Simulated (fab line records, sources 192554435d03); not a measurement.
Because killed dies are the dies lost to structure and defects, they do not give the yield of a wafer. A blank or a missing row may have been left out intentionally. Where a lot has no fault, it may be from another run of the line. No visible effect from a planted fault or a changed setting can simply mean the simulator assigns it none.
Lot-split experiment    flow n5-finfet    route with 1938 steps; 7 lots, 39 wafers read

== SPLIT DETAILS ==
At N5_HKMG_FIN_HK_ALD_01 (deposits HfO2, target thk 1.6 nm, pulse time 3 s, purge time 3 s), the setting ald-cycles was moved away from the recipe's 30 on 12 of the 39 wafers read, by -33.3% to +53.3%. The other wafers ran this setting at the recipe's value.

== FROM THE SPLIT TO THE READING: what the file shows between them, 4 steps ==
- N5_HKMG_FIN_HK_ANNEAL_02: time 30 s
- N5_HKMG_FIN_ALD_74: deposits La2O3, target thk 0.5 nm, pulse time 6 s, co reactant pulse time 1 s
- N5_HKMG_FIN_WET_ETCH_82: etches La2O3 in dHCl, stops on HfO2, target depth 2 nm, rinse time 30 s
- N5_HKMG_FIN_ALD_36: deposits TiN, target thk 1 nm, pulse time 1 s, purge time 3 s

== THE READING ==
HK_THK, in nm, at N5_HKMG_FIN_THK_MEAS_70 (measures by xrf). A value of 1.577 nm with a standard deviation of 0.02 nm is what fault-free wafers of this fab line usually give.

wafer   tool, chamber at the split  ald-cycles as run  against the recipe  HK_THK, nm  against lot-mates on the recipe
L078.1  ald-hk-01, 3,0,3            46                 +53.3%              2.401       +0.820
L078.2  ald-hk-01, 2,1,0            30                 recipe              1.583       -
L078.3  ald-hk-01, 2,1,0            30                 recipe              1.581       -
L078.4  ald-hk-01, 3,0,3            46                 +53.3%              2.420       +0.839
L078.5  ald-hk-01, 2,1,0            30                 recipe              1.578       -
L078.6  ald-hk-01, 3,0,3            46                 +53.3%              2.390       +0.809
L079.1  ald-hk-03, 2,1,0            30                 recipe              1.584       -
L079.2  ald-hk-03, 2,1,0            30                 recipe              1.590       -
L079.3  ald-hk-03, 2,1,0            30                 recipe              1.587       -
L079.4  ald-hk-03, 3,2,1            42                 +40.0%              2.224       +0.637
L079.5  ald-hk-03, 3,2,1            42                 +40.0%              2.258       +0.671
L079.6  ald-hk-03, 3,2,1            42                 +40.0%              2.175       +0.588
L082.1  ald-hk-03, 3,0,2            45                 +50.0%              2.366       +0.788
L082.2  ald-hk-03, 1,2,1            30                 recipe              1.552       -
L082.3  ald-hk-03, 1,2,1            30                 recipe              1.588       -
L082.4  ald-hk-03, 3,0,2            45                 +50.0%              2.345       +0.767
L082.5  ald-hk-03, 1,2,1            30                 recipe              1.595       -
L082.6  ald-hk-03, 3,0,2            45                 +50.0%              2.352       +0.774
L083.1  ald-hk-02, 3,1,2,0,3,0      30                 recipe              1.571       -
L083.2  ald-hk-02, 3,1,2,0,3,0      30                 recipe              1.570       -
L083.3  ald-hk-02, 3,1,2,0,3,0      30                 recipe              1.554       -
L083.4  ald-hk-02, 3,1,2,0,3,0      30                 recipe              1.575       -
L083.5  ald-hk-02, 3,1,2,0,3,0      30                 recipe              1.576       -
L083.6  ald-hk-02, 3,1,2,0,3,0      30                 recipe              1.563       -
L087.3  ald-hk-02, 0,3,0            30                 recipe              1.566       -
L087.5  ald-hk-02, 0,3,0            30                 recipe              1.562       -
L087.6  ald-hk-02, 0,3,0            30                 recipe              1.575       -
L093.1  ald-hk-02, 2,0,3            20                 -33.3%              1.053       -0.527
L093.2  ald-hk-02, 0,3,1            30                 recipe              1.584       -
L093.3  ald-hk-02, 0,3,1            30                 recipe              1.582       -
L093.4  ald-hk-02, 0,3,1            30                 recipe              1.575       -
L093.5  ald-hk-02, 2,0,3            20                 -33.3%              1.050       -0.530
L093.6  ald-hk-02, 2,0,3            20                 -33.3%              1.019       -0.561
L094.1  ald-hk-03, 0,2,1,3,2,1      30                 recipe              1.583       -
L094.2  ald-hk-03, 0,2,1,3,2,1      30                 recipe              1.571       -
L094.3  ald-hk-03, 0,2,1,3,2,1      30                 recipe              1.612       -
L094.4  ald-hk-03, 0,2,1,3,2,1      30                 recipe              1.590       -
L094.5  ald-hk-03, 0,2,1,3,2,1      30                 recipe              1.561       -
L094.6  ald-hk-03, 0,2,1,3,2,1      30                 recipe              1.595       -
When a row names more than one chamber, that row covers several wafers, and the file does not tell which wafer ran in which chamber.

THE FIT
A straight line over all 39 wafers: HK_THK changes by +0.0157 nm for each +1% of ald-cycles; r = +1.00; the points scatter about the line by 0.017 nm.
The same after taking each lot's own level away (the mean of its wafers on the recipe; 39 wafers): +0.0157 nm for each +1%; r = +1.00; scatter 0.016 nm.
On that fit, the largest move of ald-cycles shifts the reading by 0.84 nm.
Across the lots, their own levels run from 1.5677 to 1.5870 nm, a range of 1.0 times the standard deviation given above.
Consequently the slope shifts little with the lot-to-lot level, the two slopes agreeing.
Check: +0.835 nm against its lot-mates is what the line predicts for one of the wafers moved furthest among these (+53.3%) when that wafer is left out of the fit. It came out at +0.82 nm against them.

== OTHER SPLITS ON THESE WAFERS ==
Before the reading, these wafers also passed through other splits. Each is held against what the fit with the lots' levels taken away leaves over:
other split on the same wafers        wafers away from the commonest value  r with HK_THK (lot level and that fit taken away)
N5_STI_FIN_REVEAL_ETCHBACK_08 time-s  9                                     +0.10

== THE WHOLE CHAIN: every reading that the file lists as answering this split, in the file's order ==
step                     what it does                                                      reading                                                                             change (the file's fit)                 r (the file's)
N5_HKMG_FIN_HK_ALD_01    deposits HfO2, target thk 1.6 nm, pulse time 3 s, purge time 3 s  HfO2_of_HKMG_FIN_HK_ALD_01.thk-nm (the simulator's own value, which no gauge read)  +0.0157 nm for each +1% of the setting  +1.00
N5_HKMG_FIN_THK_MEAS_70  measures by xrf                                                   HK_THK                                                                              +0.0156 for each +1% of the setting     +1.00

== THE FILE'S OWN FIT ==
HK_THK changes by +0.0156 nm for each +1% of ald-cycles, r = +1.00.
